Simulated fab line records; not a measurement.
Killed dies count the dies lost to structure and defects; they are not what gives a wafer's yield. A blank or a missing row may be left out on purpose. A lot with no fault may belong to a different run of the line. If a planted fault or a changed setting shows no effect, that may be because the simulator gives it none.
Matching of chambers | flow nand harc | 4 sister chambers for NHARC_P_CONTACT_STRIP_28 on rie diel-11
The step strips in O2. 4 wafers are shown with their chamber, then 8 later ones without.

WAFERS WITH THEIR CHAMBER
wafer  | chamber | showerhead plenum p Torr (Torr)
L131.1 | 1       | 3.30
L131.2 | 3       | 3.77
L131.3 | 0       | 3.35
L137.1 | 2       | 3.74

WAFERS WITHOUT THEIR CHAMBER
wafer  | showerhead plenum p Torr (Torr)
L137.3 | 3.35
L137.5 | 3.75
L136.2 | 3.76
L136.4 | 3.35
L136.6 | 3.35
L138.1 | 3.30
L138.2 | 3.76
L138.3 | 3.35

WHICH CHAMBER EACH WENT THROUGH
wafer  | from the rows above     | in truth
L137.3 | 0                       | 0
L137.5 | can't be placed: 2 or 3 | 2
L136.2 | can't be placed: 3 or 2 | 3
L136.4 | 0                       | 0
L136.6 | 0                       | 0
L138.1 | 1                       | 1
L138.2 | can't be placed: 3 or 2 | 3
L138.3 | 0                       | 0
Correctly placed: 5 of 8. These rows do not allow placing 3 (true chamber among the candidates in 3). 0 placed wrongly.
How it was worked out, from the rows above alone: a wafer's distance from a chamber is the root of the sum, over the readings, of the square of ((its reading less the chamber's mean) divided by the reading's scatter). If the next closest chamber is less than 2 further off than the closest, the wafer can't be placed; otherwise it belongs to the closest. The mean given for a chamber averages the wafers shown for that chamber. The scatter: root of mean squared gap, hidden wafer to nearest shown wafer, with one shown wafer a chamber.
